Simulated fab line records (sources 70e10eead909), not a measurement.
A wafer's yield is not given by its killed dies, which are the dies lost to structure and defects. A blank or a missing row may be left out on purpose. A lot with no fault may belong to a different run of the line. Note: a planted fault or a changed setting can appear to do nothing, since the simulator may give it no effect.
Matching of chambers    flow nand harc    NHARC_A_CONTACT_DEP_58 on pecvd-04 has 3 sister chambers
The step deposits SiON, target thk 60 nm. 6 wafers are shown with their chamber, then 11 later ones without.

== WAFERS, EACH WITH ITS CHAMBER ==
wafer   chamber  heater power w (W)
L086.4  0        822
L086.6  1        839
L090.1  0        699
L090.3  1        728
L090.6  2        627
L088.2  2        638

== WAFERS WITH NO CHAMBER GIVEN ==
wafer   heater power w (W)
L088.3  881
L088.6  770
L089.1  717
L089.2  798
L089.5  640
L091.1  634
L091.4  811
L091.6  829
L092.1  630
L092.3  842
L092.4  619

== WHICH CHAMBER EACH WENT THROUGH ==
wafer   from the rows above           in truth
L088.3  can't be placed: 1 or 0       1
L088.6  can't be placed: 0 or 1 or 2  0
L089.1  can't be placed: 0 or 1 or 2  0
L089.2  can't be placed: 1 or 0       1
L089.5  can't be placed: 2 or 0       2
L091.1  can't be placed: 2 or 0       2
L091.4  can't be placed: 1 or 0       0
L091.6  can't be placed: 1 or 0       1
L092.1  can't be placed: 2 or 0       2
L092.3  can't be placed: 1 or 0       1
L092.4  can't be placed: 2 or 0       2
Correct placement for 0 of the 11. These rows do not allow placing 11 (true chamber among the candidates in 11). Number placed wrongly: 0.
How it was worked out, from the rows above alone: a wafer's distance from a chamber is the root of the sum, over the readings, of the square of ((its reading less the chamber's mean) divided by the reading's scatter). The wafer belongs to the nearest chamber; if the next one is less than 2 further off, it can't be placed. A chamber's mean is the mean of its shown wafers. The scatter: take each reading less its chamber's mean, square it, sum over the shown wafers, divide by the number of wafers less the number of chambers, and take the root.
